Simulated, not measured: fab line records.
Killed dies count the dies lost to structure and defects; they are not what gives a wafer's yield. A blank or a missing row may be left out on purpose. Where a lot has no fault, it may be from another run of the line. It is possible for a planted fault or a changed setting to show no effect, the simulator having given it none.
fab line records ; flow n5_finfet
[record] lots = 11; wafers = 31; last_day = 16
route steps=1938 shown GATE_CUT@504 MOL_CONTACT_COAG@519 PASSIVATION@1936
lots with no fault: from the same line, run without faults
start_h: the number of hours between the record's first day and the start of the first shown wafer of the lot ; wait_h: hours from the lot's prior step to this one ; " as in the row above ; L1.1+2: several wafers, shown together as one row ; - no value, or no start given ; * or withheld: withheld ; < > ~ a bound
route shown NAME@n: a module of which the file shows steps, and the number in the route of the first ; usual: average and standard deviation across the fault-free wafers ; same: alike in all rows ; chamber/n: place in a boat ; sites: per-site readings ; _std_site: the standard deviation of these ; _edge_site: mean of outer sites minus mean of inner sites ; radius_mm: how far each site lies from the wafer's centre ; mask NAME#n: copy n ; behind: tool/chamber where the wafer was last shaped ; hold: why the lot went on hold/how many hours it stayed there/how the hold came to an end ; device: names the non-switching transistor (n, p or np) ; end of line: the same wafers' tests at the end of the route ; step lacking rows: just its recipe ; killed: dies that structure and defects cost at the first sort, which is not the same as the wafer's yield ; map: shows each die of a wafer: x if killed, . if not, _ if none is there
set.NAME: the run value of the setting; set.NAME@STEP: its run value at that earlier step ; model.NAME: the simulator's own value behind a step, which no gauge read
the route's steps for a sample of lots (tables are steps, rows are wafers)
services: from which hour (start_h, from the record's first day; less than 0 if before it) a tool's chamber was out of use, for how many hours, and why
[[steps]]
[step N5_GATE_CUT_VAPOR_ETCH_48]
[recipe] chemistry = BCl3/Cl2; target = TiN; mode = isotropic
[usual] drypump_motor_current_A = 6.03/0.28; oes_product_au = 0.78/0.13
lot.wafer;tool;chamber;start_h;wait_h;drypump_motor_current_A;oes_product_au
L323.1;rie_metal-02;1;100.25;0.0;6.28;0.69
L323.2;rie_metal-02;0;100.25;0.0;5.63;0.97
L323.5;rie_metal-02;1;100.25;0.0;6.31;0.68
L325.1;rie_metal-02;0;111.31;0.0;5.62;0.96
L325.3;rie_metal-02;1;111.31;0.0;6.30;0.67
L325.6;rie_metal-02;1;111.31;0.0;6.33;0.67
L326.2;rie_metal-02;1;113.91;0.1;6.30;0.68
L326.3;rie_metal-02;1;113.91;0.1;6.28;0.68
L326.6;rie_metal-02;1;113.91;0.1;6.29;0.68
L327.1;rie_metal-02;1;122.64;0.0;6.27;0.68
L327.2;rie_metal-02;0;122.64;0.0;5.63;0.95
L327.6;rie_metal-02;1;122.64;0.0;6.33;0.67
L331.4;rie_metal-03;0;145.44;0.0;5.82;0.85
L331.5;rie_metal-03;1;145.44;0.0;5.95;0.58
L331.6;rie_metal-03;0;145.44;0.0;5.83;0.85
L332.2;rie_metal-02;1;150.38;0.0;6.27;0.67
L332.5;rie_metal-02;1;150.38;0.0;6.34;0.66
L334.4;rie_metal-01;1;166.55;0.1;6.38;0.73
L334.5;rie_metal-01;1;166.55;0.1;6.37;0.73
L334.6;rie_metal-01;1;166.55;0.1;6.37;0.72
L335.1;rie_metal-02;0;170.50;0.0;5.63;0.92
L335.3;rie_metal-02;0;170.50;0.0;5.63;0.93
L335.5;rie_metal-02;0;170.50;0.0;5.62;0.93
L336.1;rie_metal-02;0;175.25;0.0;5.63;0.92
L336.5;rie_metal-02;1;175.25;0.0;6.28;0.67
L336.6;rie_metal-02;0;175.25;0.0;5.65;0.93
L337.1;rie_metal-02;1;181.00;0.0;6.27;0.66
L337.2;rie_metal-02;0;181.00;0.0;5.62;0.93
L337.5;rie_metal-02;1;181.00;0.0;6.27;0.66
L338.2;rie_metal-01;0;186.55;0.0;5.94;1.00
L338.4;rie_metal-01;0;186.55;0.0;5.95;1.00
[step N5_GATE_CUT_STRIP_21]
[recipe] chemistry = N2/H2; time_s = 30; power_w = 1000; temp_c = 250; pressure_mtorr = withheld; n2_flow_sccm = 1750; h2_flow_sccm = 3250
[usual] drypump_motor_current_A = 5.7/0.41; heater_power_w = 350/31
lot.wafer;tool;chamber;start_h;wait_h;drypump_motor_current_A;heater_power_w;rf_hours_counter_h
L323.1;plasma_asher-02;0;100.36;0.0;6.5;370;92
L323.2;plasma_asher-02;1;100.36;0.0;5.7;367;92
L323.5;plasma_asher-02;0;100.36;0.0;6.5;385;-
L325.1;plasma_asher-01;1;111.42;0.0;5.3;313;43
L325.3;plasma_asher-01;1;111.42;0.0;5.3;306;-
L325.6;plasma_asher-01;0;111.42;0.0;5.5;365;-
L326.2;plasma_asher-01;0;114.10;0.1;5.5;369;43
L326.3;plasma_asher-01;0;114.10;0.1;5.5;372;-
L326.6;plasma_asher-01;0;114.10;0.1;5.5;367;-
L327.1;plasma_asher-02;0;122.87;0.2;6.4;373;97
L327.2;plasma_asher-02;1;122.87;0.2;5.7;358;97
L327.6;plasma_asher-02;1;122.87;0.2;5.7;360;-
L331.4;plasma_asher-01;0;145.56;0.1;5.5;357;-
L331.5;plasma_asher-01;0;145.56;0.1;5.5;357;-
L331.6;plasma_asher-01;1;145.56;0.1;5.3;309;-
L332.2;plasma_asher-02;0;150.49;0.0;6.4;385;101
L332.5;plasma_asher-02;1;150.49;0.0;5.7;362;-
L334.4;plasma_asher-01;0;166.74;0.1;5.5;374;-
L334.5;plasma_asher-01;0;166.74;0.1;5.5;367;-
L334.6;plasma_asher-01;1;166.74;0.1;5.3;308;-
L335.1;plasma_asher-02;1;170.61;0.0;5.7;364;105
L335.3;plasma_asher-02;0;170.61;0.0;6.5;374;-
L335.5;plasma_asher-02;0;170.61;0.0;6.4;379;-
L336.1;plasma_asher-01;1;175.39;0.0;5.3;302;56
L336.5;plasma_asher-01;0;175.39;0.0;5.5;366;-
L336.6;plasma_asher-01;1;175.39;0.0;5.3;307;-
L337.1;plasma_asher-01;0;181.11;0.0;5.6;353;57
L337.2;plasma_asher-01;1;181.11;0.0;5.3;298;57
L337.5;plasma_asher-01;1;181.11;0.0;5.3;299;-
L338.2;plasma_asher-01;1;186.66;0.0;5.3;310;57
L338.4;plasma_asher-01;1;186.66;0.0;5.3;299;-
[step N5_MOL_CONTACT_COAG_COAT_58]
[recipe] resist = underlayer; temp_c = 205; time_s = 60; spin_rpm = 1500; resist_thk_nm = 10
[usual] spin_speed_rpm = 1500.0/1.1
lot.wafer;tool;chamber;start_h;wait_h;spin_speed_rpm
L323.1;litho_track-05;0;103.15;-;1499.5
L323.2;litho_track-05;0;103.15;-;1500.0
L323.5;litho_track-05;0;103.15;-;1499.8
L325.1;litho_track-01;0;114.29;-;1500.4
L325.3;litho_track-01;0;114.29;-;1500.6
L325.6;litho_track-01;0;114.29;-;1501.5
L326.2;litho_track-01;0;117.08;-;1501.4
L326.3;litho_track-01;0;117.08;-;1499.0
L326.6;litho_track-01;0;117.08;-;1499.4
L327.1;litho_track-02;0;125.59;-;1498.9
L327.2;litho_track-02;0;125.59;-;1497.6
L327.6;litho_track-02;0;125.59;-;1500.8
L331.4;litho_track-01;0;148.31;-;1500.5
L331.5;litho_track-01;0;148.31;-;1500.6
L331.6;litho_track-01;0;148.31;-;1500.1
L332.2;litho_track-01;0;153.22;-;1500.6
L332.5;litho_track-01;0;153.22;-;1500.1
L334.4;litho_track-05;0;169.44;-;1499.0
L334.5;litho_track-05;0;169.44;-;1500.3
L334.6;litho_track-05;0;169.44;-;1500.3
L335.1;litho_track-01;0;173.33;-;1182.0
L335.3;litho_track-01;0;173.33;-;1183.4
L335.5;litho_track-01;0;173.33;-;1183.5
L336.1;litho_track-05;0;178.11;-;1497.6
L336.5;litho_track-05;0;178.11;-;1500.2
L336.6;litho_track-05;0;178.11;-;1498.7
L337.1;litho_track-01;0;183.83;-;1184.0
L337.2;litho_track-01;0;183.83;-;1184.7
L337.5;litho_track-01;0;183.83;-;1184.0
L338.2;litho_track-02;0;189.82;-;1499.7
L338.4;litho_track-02;0;189.82;-;1500.2
[step N5_MOL_CONTACT_COAG_OVL_MEAS_09]
[recipe] points_per_wafer = 522
[usual] CA_OVL = 0.1/0.65
lot.wafer;tool;chamber;start_h;wait_h;CA_OVL[nm]
L323.1;overlay-01;0;103.45;0.0;0.8
L323.2;overlay-01;0;103.45;0.0;0.2
L323.5;overlay-01;0;103.45;0.0;-0.3
L325.1;overlay-01;0;114.71;0.0;0.2
L325.3;overlay-01;0;114.71;0.0;-0.2
L325.6;overlay-01;0;114.71;0.0;-1.3
L326.2;overlay-01;0;117.50;0.0;-0.1
L326.3;overlay-01;0;117.50;0.0;0.2
L326.6;overlay-01;0;117.50;0.0;-0.2
L327.1;overlay-02;0;126.00;0.0;1.0
L327.2;overlay-02;0;126.00;0.0;0.4
L327.6;overlay-02;0;126.00;0.0;1.6
L331.4;overlay-01;0;148.74;0.0;0.5
L331.5;overlay-01;0;148.74;0.0;-0.1
L331.6;overlay-01;0;148.74;0.0;0.1
L332.2;overlay-01;0;153.51;0.0;0.5
L332.5;overlay-01;0;153.51;0.0;-0.7
L334.4;overlay-02;0;169.75;0.0;-0.5
L334.5;overlay-02;0;169.75;0.0;0.4
L334.6;overlay-02;0;169.75;0.0;0.5
L335.1;overlay-02;0;173.62;0.0;0.8
L335.3;overlay-02;0;173.62;0.0;-0.1
L335.5;overlay-02;0;173.62;0.0;0.7
L336.1;overlay-02;0;178.53;0.0;0.1
L336.5;overlay-02;0;178.53;0.0;-0.8
L336.6;overlay-02;0;178.53;0.0;0.2
L337.1;overlay-01;0;184.12;0.0;-0.4
L337.2;overlay-01;0;184.12;0.0;0.0
L337.5;overlay-01;0;184.12;0.0;0.1
L338.2;overlay-01;0;190.12;0.0;0.1
L338.4;overlay-01;0;190.12;0.0;0.2
[step N5_MOL_CONTACT_COAG_ETCH_59]
[recipe] chemistry = N2/H2; target = underlayer; target_depth_a = 130; mask_material = CAR-EUV; time_s = 10.4; ion_energy_ev = 200; pressure_mtorr = 30; source_w = 840; bias_w = 150; n2_flow_sccm = 200; h2_flow_sccm = 200; ends = cleared
[usual] drypump_motor_current_A = 5.7/0.39; etch_rf_on_time_s = 10.47/0.23; oes_product_au = 0.67/0.086; rf_vpp_V = 524.6/2.9; showerhead_plenum_p_Torr = 2.57/0.098; throttle_valve_pct = 17.87/0.23
lot.wafer;tool;chamber;start_h;wait_h;drypump_motor_current_A;etch_rf_on_time_s;oes_product_au;rf_hours_counter_h;rf_vpp_V;showerhead_plenum_p_Torr;throttle_valve_pct
L323.1;rie_diel-01;3;103.58;0.0;5.7;10.81;0.59;239;519.7;2.41;18.49
L323.2;rie_diel-01;0;103.58;0.0;5.2;10.65;0.69;71;526.8;2.68;17.70
L323.5;rie_diel-01;1;103.58;0.0;6.1;10.05;0.82;-;525.1;2.60;17.60
L325.1;rie_diel-03;2;114.87;0.0;5.2;10.28;0.60;220;522.6;2.50;17.99
L325.3;rie_diel-03;1;114.87;0.0;6.1;10.53;0.59;251;521.6;2.52;17.82
L325.6;rie_diel-03;0;114.87;0.0;6.2;10.52;0.61;-;527.3;2.64;17.99
L326.2;rie_diel-01;2;117.70;0.0;5.5;10.36;0.79;18;525.6;2.60;17.64
L326.3;rie_diel-01;1;117.70;0.0;6.1;10.01;0.81;14;525.1;2.60;17.60
L326.6;rie_diel-01;0;117.70;0.0;5.2;10.65;0.68;-;526.9;2.68;17.70
L327.1;rie_diel-05;3;126.57;0.0;6.1;10.38;0.62;192;520.1;2.41;17.75
L327.2;rie_diel-05;0;126.57;0.0;6.1;10.34;0.60;226;521.2;2.40;17.81
L327.6;rie_diel-05;0;126.57;0.0;6.1;10.34;0.59;-;519.8;2.40;17.79
L331.4;rie_diel-01;0;149.45;0.0;5.1;10.53;0.68;-;525.7;2.67;17.74
L331.5;rie_diel-01;2;149.45;0.0;5.5;10.37;0.78;-;525.0;2.60;17.66
L331.6;rie_diel-01;1;149.45;0.0;6.1;9.95;0.79;-;526.4;2.60;17.61
L332.2;rie_diel-01;3;154.90;0.0;5.7;10.47;0.84;1;527.1;2.72;18.07
L332.5;rie_diel-01;3;154.90;0.0;5.7;10.51;0.84;-;527.7;2.72;18.08
L334.4;rie_diel-03;1;169.86;0.0;6.1;10.49;0.57;-;521.5;2.51;17.85
L334.5;rie_diel-03;0;169.86;0.0;6.2;10.71;0.59;-;527.5;2.63;18.05
L334.6;rie_diel-03;2;169.86;0.0;5.2;10.26;0.59;-;522.4;2.49;18.04
L335.1;rie_diel-03;0;173.75;0.0;6.1;12.10;0.59;203;526.9;2.63;18.04
L335.3;rie_diel-03;2;173.75;0.0;5.2;11.67;0.59;251;522.4;2.49;18.05
L335.5;rie_diel-03;0;173.75;0.0;6.2;11.89;0.59;-;525.6;2.63;18.05
L336.1;rie_diel-01;2;178.65;0.0;5.5;10.48;0.75;43;525.2;2.59;17.69
L336.5;rie_diel-01;3;178.65;0.0;5.7;10.49;0.80;-;527.8;2.72;18.08
L336.6;rie_diel-01;2;178.65;0.0;5.5;10.33;0.75;-;525.9;2.59;17.67
L337.1;rie_diel-05;0;184.53;0.0;6.1;11.46;0.60;238;520.8;2.40;17.82
L337.2;rie_diel-05;2;184.53;0.0;6.2;11.88;0.62;174;526.1;2.64;18.03
L337.5;rie_diel-05;2;184.53;0.0;6.1;11.83;0.63;-;528.3;2.64;18.01
L338.2;rie_diel-01;2;190.55;0.0;5.5;10.46;0.74;48;527.0;2.59;17.69
L338.4;rie_diel-01;1;190.55;0.0;6.1;10.10;0.76;43;526.1;2.59;17.62
[step N5_PASSIVATION_PROBE_49]
[usual] killed_at_M0_to_M3 = 33/9.9; killed_at_M4_up = 14/6.4; killed_at_contacts = 12/7; killed_at_front_end = 41/13; killed_at_other = 3.1/2.9; killed_dies = 103/20; killed_open = 67/14; killed_short = 34/9.4
[same] gross_dies = 1180; killed_at_back_side = 0
lot.wafer;tool;chamber;start_h;wait_h;killed_at_M0_to_M3;killed_at_M4_up;killed_at_contacts;killed_at_front_end;killed_at_other;killed_dies;killed_open;killed_short
L323.1;prober-01;-;277.56;0.0;22;17;14;48;0;101;64;33
L323.2;prober-01;-;277.61;0.1;25;12;9;56;0;102;67;35
L323.5;prober-01;-;277.76;0.2;26;9;17;62;1;115;65;49
L326.2;prober-02;-;290.56;0.6;33;11;10;35;5;94;66;28
L326.3;prober-02;-;290.61;0.6;41;9;10;43;8;111;74;35
L326.6;prober-02;-;290.76;0.8;27;9;35;29;3;103;73;30
L325.1;prober-01;-;291.30;0.0;45;8;18;40;1;112;64;47
L325.3;prober-01;-;291.40;0.1;43;13;7;29;1;93;56;36
L325.6;prober-01;-;291.55;0.3;35;16;11;28;0;90;56;34
L327.1;prober-01;-;305.67;0.0;28;33;10;71;3;145;85;60
L327.2;prober-01;-;305.72;0.1;39;30;13;50;2;134;76;49
L327.6;prober-01;-;305.92;0.3;30;26;7;66;1;130;81;41
L332.2;prober-02;-;317.41;0.1;25;21;8;33;1;88;58;24
L332.5;prober-02;-;317.56;0.2;19;11;14;43;4;91;48;30
L331.4;prober-02;-;324.97;0.2;40;10;19;31;1;101;56;45
L331.5;prober-02;-;325.02;0.2;45;8;19;37;12;121;76;39
L331.6;prober-02;-;325.07;0.3;26;6;11;42;4;89;57;25
L334.4;prober-02;-;351.55;0.2;41;17;17;33;1;109;78;30
L334.5;prober-02;-;351.60;0.2;35;11;32;24;1;103;72;30
L334.6;prober-02;-;351.65;0.3;43;10;12;24;1;90;59;30
L336.1;prober-01;-;362.31;0.0;19;20;12;39;2;92;61;31
L336.5;prober-01;-;362.51;0.2;25;12;6;51;5;99;60;39
L336.6;prober-01;-;362.56;0.3;14;23;10;33;5;85;59;26
L335.1;prober-01;-;362.88;0.0;39;8;26;44;5;122;71;51
L335.3;prober-01;-;362.98;0.1;48;12;7;53;2;122;77;44
L335.5;prober-01;-;363.08;0.2;53;14;29;43;4;143;91;49
L338.2;prober-02;-;378.25;0.1;34;14;16;34;2;100;70;28
L338.4;prober-02;-;378.35;0.2;34;16;7;44;10;111;69;38
L337.1;prober-02;-;395.11;0.0;32;10;14;34;0;90;44;42
L337.2;prober-02;-;395.16;0.1;27;4;16;39;5;91;47;38
L337.5;prober-02;-;395.31;0.2;19;9;29;51;0;108;64;43
// killed by level:class
L323.1 FIN_SAQP:geometric_particle:open=11 MOL_CONTACT_COAG:geometric_particle:open=11 GATE_CUT:geometric_particle:short=9 FIN_SAQP:geometric_particle:short=8 BEOL_M0_SAQP:geometric_particle:open=8 BEOL_M4:geometric_particle:open=7 GATE_CUT:geometric_particle:open=5 BEOL_M0_SAQP:geometric_particle:short=4
L323.2 FIN_SAQP:geometric_particle:short=13 FIN_SAQP:geometric_particle:open=11 STI_FIN_REVEAL:geometric_particle:open=8 MOL_CONTACT_COAG:geometric_particle:open=8 BEOL_M2:geometric_particle:open=8 BEOL_M4:geometric_particle:open=6 BEOL_M3:geometric_particle:open=5 DUMMY_GATE:geometric_particle:open=4
L323.5 FIN_SAQP:geometric_particle:short=18 MOL_CONTACT_COAG:geometric_particle:open=13 FIN_SAQP:geometric_particle:open=9 BEOL_M3:geometric_particle:open=9 GATE_CUT:geometric_particle:short=8 BEOL_M2:geometric_particle:open=5 STARTING-WAFER:geometric_particle:short=5 MOL_CONTACT_COAG:geometric_particle:short=4
L326.2 BEOL_M3:geometric_particle:open=10 BEOL_M2:geometric_particle:open=9 STI_FIN_REVEAL:geometric_particle:open=8 MOL_CONTACT_COAG:geometric_particle:open=8 BEOL_M1:geometric_particle:open=7 FIN_SAQP:geometric_particle:short=6 BEOL_M4:geometric_particle:open=6 FIN_SAQP:geometric_particle:open=5
L326.3 BEOL_M3:geometric_particle:open=13 FIN_SAQP:geometric_particle:open=9 STI_FIN_REVEAL:geometric_particle:open=9 MOL_CONTACT_COAG:geometric_particle:open=8 FIN_SAQP:geometric_particle:short=7 BEOL_M1:geometric_particle:open=6 BEOL_M2:geometric_particle:open=6 PASS1_CAP:geometric_particle:short=4
L326.6 MOL_CONTACT_COAG:geometric_particle:open=31 BEOL_M0_SAQP:geometric_particle:open=9 FIN_SAQP:geometric_particle:short=7 STI_FIN_REVEAL:geometric_particle:open=6 BEOL_M0_SAQP:geometric_particle:short=5 BEOL_M3:geometric_particle:open=5 BEOL_M2:geometric_particle:open=4 MOL_CONTACT_COAG:geometric_particle:short=4
L325.1 MOL_CONTACT_COAG:geometric_particle:open=14 BEOL_M0_SAQP:geometric_particle:short=14 BEOL_M3:geometric_particle:open=10 FIN_SAQP:geometric_particle:short=8 STI_FIN_REVEAL:geometric_particle:open=8 BEOL_M0_SAQP:geometric_particle:open=6 BEOL_M2:geometric_particle:short=6 DUMMY_GATE:geometric_particle:open=5
L325.3 BEOL_M0_SAQP:geometric_particle:short=14 BEOL_M0_SAQP:geometric_particle:open=11 MOL_CONTACT_COAG:geometric_particle:open=6 DUMMY_GATE:geometric_particle:open=4 BEOL_M0:geometric_particle:open=4 BEOL_M1:geometric_particle:open=4 BEOL_M1:geometric_particle:short=4 BEOL_M3:geometric_particle:open=4
L325.6 STI_FIN_REVEAL:geometric_particle:open=7 MOL_CONTACT_COAG:geometric_particle:open=6 BEOL_M0_SAQP:geometric_particle:open=6 BEOL_M1:geometric_particle:short=6 STARTING-WAFER:geometric_particle:open=6 MOL_CONTACT_COAG:geometric_particle:short=5 BEOL_M2:geometric_particle:open=5 FIN_SAQP:geometric_particle:short=4
L327.1 FIN_SAQP:geometric_particle:short=26 BEOL_M4:geometric_particle:open=22 FIN_SAQP:geometric_particle:open=15 MOL_CONTACT_COAG:geometric_particle:open=8 BEOL_M0_SAQP:geometric_particle:open=6 STI_FIN_REVEAL:geometric_particle:open=6 GATE_CUT:geometric_particle:short=6 BEOL_M2:geometric_particle:short=5
L327.2 BEOL_M4:geometric_particle:open=16 BEOL_M0_SAQP:geometric_particle:open=12 MOL_CONTACT_COAG:geometric_particle:open=12 GATE_CUT:geometric_particle:short=11 FIN_SAQP:geometric_particle:short=10 HKMG_FIN:area_etch=9 BEOL_M2:geometric_particle:open=8 BEOL_M0_SAQP:geometric_particle:short=7
L327.6 BEOL_M4:geometric_particle:open=14 FIN_SAQP:geometric_particle:open=12 FIN_SAQP:geometric_particle:short=11 BEOL_M0_SAQP:geometric_particle:open=11 STI_FIN_REVEAL:geometric_particle:open=8 HKMG_FIN:area_etch=8 MOL_CONTACT_COAG:geometric_particle:open=6 DUMMY_GATE:geometric_particle:open=5
L332.2 BEOL_M4:geometric_particle:open=9 BEOL_M2:geometric_particle:open=8 FIN_SAQP:geometric_particle:open=7 MOL_CONTACT_COAG:geometric_particle:open=6 BEOL_M0_SAQP:geometric_particle:open=5 BEOL_M4:geometric_particle:short=5 HKMG_FIN:area_etch=5 FIN_SAQP:geometric_particle:short=4
L332.5 MOL_CONTACT_COAG:geometric_particle:open=12 HKMG_FIN:area_etch=9 FIN_SAQP:geometric_particle:short=6 BEOL_M0_SAQP:geometric_particle:short=6 BEOL_M4:geometric_particle:open=6 FIN_SAQP:geometric_particle:open=5 BEOL_M2:geometric_particle:open=5 DUMMY_GATE:geometric_particle:open=4
L331.4 MOL_CONTACT_COAG:geometric_particle:open=14 BEOL_M0_SAQP:geometric_particle:short=13 BEOL_M0_SAQP:geometric_particle:open=9 BEOL_M2:geometric_particle:open=8 FIN_SAQP:geometric_particle:open=6 FIN_SAQP:geometric_particle:short=6 GATE_CUT:geometric_particle:short=6 MOL_CONTACT_COAG:geometric_particle:short=5
L331.5 MOL_CONTACT_COAG:geometric_particle:open=17 BEOL_M0_SAQP:geometric_particle:open=10 FIN_SAQP:geometric_particle:short=9 BEOL_M1:geometric_particle:open=9 BEOL_M2:geometric_particle:open=8 BEOL_M0_SAQP:geometric_particle:short=6 PASS1_DEP:geometric_particle:open=6 HKMG_FIN:area_etch=6
L331.6 FIN_SAQP:geometric_particle:open=10 MOL_CONTACT_COAG:geometric_particle:open=9 BEOL_M2:geometric_particle:open=7 HKMG_FIN:area_etch=7 BEOL_M3:geometric_particle:open=6 FIN_SAQP:geometric_particle:short=5 BEOL_M0_SAQP:geometric_particle:short=5 BEOL_M0_SAQP:geometric_particle:open=4
L334.4 MOL_CONTACT_COAG:geometric_particle:open=16 BEOL_M2:geometric_particle:open=13 BEOL_M4:geometric_particle:open=10 BEOL_M0_SAQP:geometric_particle:open=9 STARTING-WAFER:geometric_particle:short=6 FIN_SAQP:geometric_particle:short=5 BEOL_M0_SAQP:geometric_particle:short=5 BEOL_M1:geometric_particle:open=5
L334.5 MOL_CONTACT_COAG:geometric_particle:open=26 BEOL_M2:geometric_particle:open=9 BEOL_M0_SAQP:geometric_particle:short=8 MOL_CONTACT_COAG:geometric_particle:short=6 BEOL_M1:geometric_particle:open=5 FIN_SAQP:geometric_particle:short=4 BEOL_M0_SAQP:geometric_particle:open=4 BEOL_M2:geometric_particle:short=4
L334.6 BEOL_M1:geometric_particle:open=18 BEOL_M2:geometric_particle:open=9 FIN_SAQP:geometric_particle:open=7 FIN_SAQP:geometric_particle:short=7 BEOL_M0_SAQP:geometric_particle:short=7 MOL_CONTACT_COAG:geometric_particle:short=6 MOL_CONTACT_COAG:geometric_particle:open=6 BEOL_M0_SAQP:geometric_particle:open=4
L336.1 FIN_SAQP:geometric_particle:open=10 MOL_CONTACT_COAG:geometric_particle:open=9 FIN_SAQP:geometric_particle:short=8 BEOL_M1:geometric_particle:open=8 DUMMY_GATE:geometric_particle:open=5 GATE_CUT:geometric_particle:short=5 BEOL_M7:geometric_particle:open=4 BEOL_M0_SAQP:geometric_particle:open=4
L336.5 FIN_SAQP:geometric_particle:short=13 FIN_SAQP:geometric_particle:open=11 STI_FIN_REVEAL:geometric_particle:open=11 BEOL_M0_SAQP:geometric_particle:short=5 BEOL_M0_SAQP:geometric_particle:open=5 BEOL_M3:geometric_particle:open=5 BEOL_M5:geometric_particle:open=5 GATE_CUT:geometric_particle:short=4
L336.6 MOL_CONTACT_COAG:geometric_particle:open=10 BEOL_M4:geometric_particle:open=7 FIN_SAQP:geometric_particle:short=6 STI_FIN_REVEAL:geometric_particle:open=6 BEOL_M0_SAQP:geometric_particle:open=5 BEOL_M0_SAQP:geometric_particle:short=5 BEOL_M5:geometric_particle:open=5 GATE_CUT:geometric_particle:short=4
L335.1 MOL_CONTACT_COAG:geometric_particle:open=19 BEOL_M0_SAQP:geometric_particle:short=14 FIN_SAQP:geometric_particle:short=9 STI_FIN_REVEAL:geometric_particle:open=8 BEOL_M0_SAQP:geometric_particle:open=8 FIN_SAQP:geometric_particle:open=7 MOL_CONTACT_COAG:geometric_particle:short=7 BEOL_M3:geometric_particle:open=6
L335.3 BEOL_M3:geometric_particle:open=16 FIN_SAQP:geometric_particle:short=15 STI_FIN_REVEAL:geometric_particle:open=11 FIN_SAQP:geometric_particle:open=9 GATE_CUT:geometric_particle:short=9 BEOL_M0_SAQP:geometric_particle:short=8 BEOL_M4:geometric_particle:open=8 MOL_CONTACT_COAG:geometric_particle:open=7
L335.5 MOL_CONTACT_COAG:geometric_particle:open=24 BEOL_M3:geometric_particle:open=12 BEOL_M2:geometric_particle:open=11 FIN_SAQP:geometric_particle:open=10 FIN_SAQP:geometric_particle:short=9 STI_FIN_REVEAL:geometric_particle:open=9 GATE_CUT:geometric_particle:short=7 BEOL_M0_SAQP:geometric_particle:short=7
L338.2 MOL_CONTACT_COAG:geometric_particle:open=14 BEOL_M3:geometric_particle:open=9 STI_FIN_REVEAL:geometric_particle:open=9 BEOL_M0_SAQP:geometric_particle:short=7 BEOL_M0_SAQP:geometric_particle:open=6 BEOL_M4:geometric_particle:open=6 FIN_SAQP:geometric_particle:open=5 FIN_SAQP:geometric_particle:short=4
L338.4 FIN_SAQP:geometric_particle:short=15 BEOL_M0_SAQP:geometric_particle:open=10 FIN_SAQP:geometric_particle:open=7 STI_FIN_REVEAL:geometric_particle:open=7 MOL_CONTACT_COAG:geometric_particle:open=7 BEOL_M0_SAQP:geometric_particle:short=7 BEOL_M4:geometric_particle:open=7 BEOL_M3:geometric_particle:open=6
L337.1 BEOL_M0_SAQP:geometric_particle:short=13 FIN_SAQP:geometric_particle:short=12 MOL_CONTACT_COAG:geometric_particle:open=11 BEOL_M2:geometric_particle:open=8 GATE_CUT:geometric_particle:short=4 BEOL_M0_SAQP:geometric_particle:open=4 FIN_SAQP:geometric_particle:open=3 MOL_CONTACT_COAG:geometric_particle:short=3
L337.2 FIN_SAQP:geometric_particle:short=11 FIN_SAQP:geometric_particle:open=9 MOL_CONTACT_COAG:geometric_particle:open=9 BEOL_M3:geometric_particle:open=8 GATE_CUT:geometric_particle:short=7 MOL_CONTACT_COAG:geometric_particle:short=7 BEOL_M1:geometric_particle:open=5 GATE_CUT:geometric_particle:open=4
L337.5 MOL_CONTACT_COAG:geometric_particle:open=24 FIN_SAQP:geometric_particle:short=16 FIN_SAQP:geometric_particle:open=13 BEOL_M0_SAQP:geometric_particle:open=6 GATE_CUT:geometric_particle:short=5 MOL_CONTACT_COAG:geometric_particle:short=5 STI_FIN_REVEAL:geometric_particle:open=4 BEOL_M0_SAQP:geometric_particle:short=4
[[services]]
tool;chamber;start_h;hours;kind
rie_diel-01;2;79.65;27.8;repair
plasma_asher-01;-;82.60;2.8;pm
rie_metal-01;-;96.00;1.4;pm
plasma_asher-01;-;112.36;0.9;repair
rie_metal-03;-;112.60;2.8;pm
rie_metal-02;0;113.13;4.5;repair
litho_track-01;-;117.70;-;consumable_replace:filter
rie_metal-03;-;129.22;1.4;pm
litho_track-02;-;136.03;-;consumable_replace:filter
rie_diel-01;3;137.47;-;clean
rie_diel-01;3;137.47;-;consumable_replace:focus_ring
rie_diel-01;3;137.47;-;consumable_replace:showerhead
rie_diel-01;3;137.47;16.5;scheduled_down
rie_diel-01;3;137.47;16.5;vent_cycle
plasma_asher-02;-;140.60;4.3;pm
rie_diel-05;-;147.61;14.6;pm
rie_metal-01;0;155.68;-;clean
rie_metal-01;0;155.68;24.3;scheduled_down
rie_metal-01;0;155.68;24.3;vent_cycle
rie_metal-03;1;162.41;-;clean
rie_metal-03;1;162.41;16.8;scheduled_down
rie_metal-03;1;162.41;16.8;vent_cycle
rie_diel-05;0;175.21;1.2;repair
rie_metal-01;-;179.36;0.6;repair
[[key]]
[first_sign] step = N5_MOL_CONTACT_COAG_COAT_58; reading = spin_speed_rpm; direction = down; sigmas = 99+; usual = *; struck = *
[effect] step = N5_MOL_CONTACT_COAG_ETCH_59; reading = etch_rf_on_time_s; direction = up; sigmas = 5.8; usual = *; struck = *
met_at N5_MOL_CONTACT_COAG_COAT_58
struck_lots L335,L337
tester_left_out L335,L337
not_acting_at N5_GATE_CUT_VAPOR_ETCH_48,N5_GATE_CUT_STRIP_21,N5_MOL_CONTACT_COAG_OVL_MEAS_09
onset_between 153.22 173.33
[fault] kind = process_parameter_drift; tool = litho_track-01; chamber = -; onset_h = 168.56; steps = N5_MOL_CONTACT_COAG_COAT_58; channel = spin_rpm; offset = *; shape = step; end_h = 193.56; acts_in = *; stated = *
// tester_left_out: of these lots the tester's yield and bins aren't shown, on N5 and GAA mostly nor the transistor test; their killed dies are dies lost to structure and defects alone, not to doping, threshold or leakage, so they don't give the yield
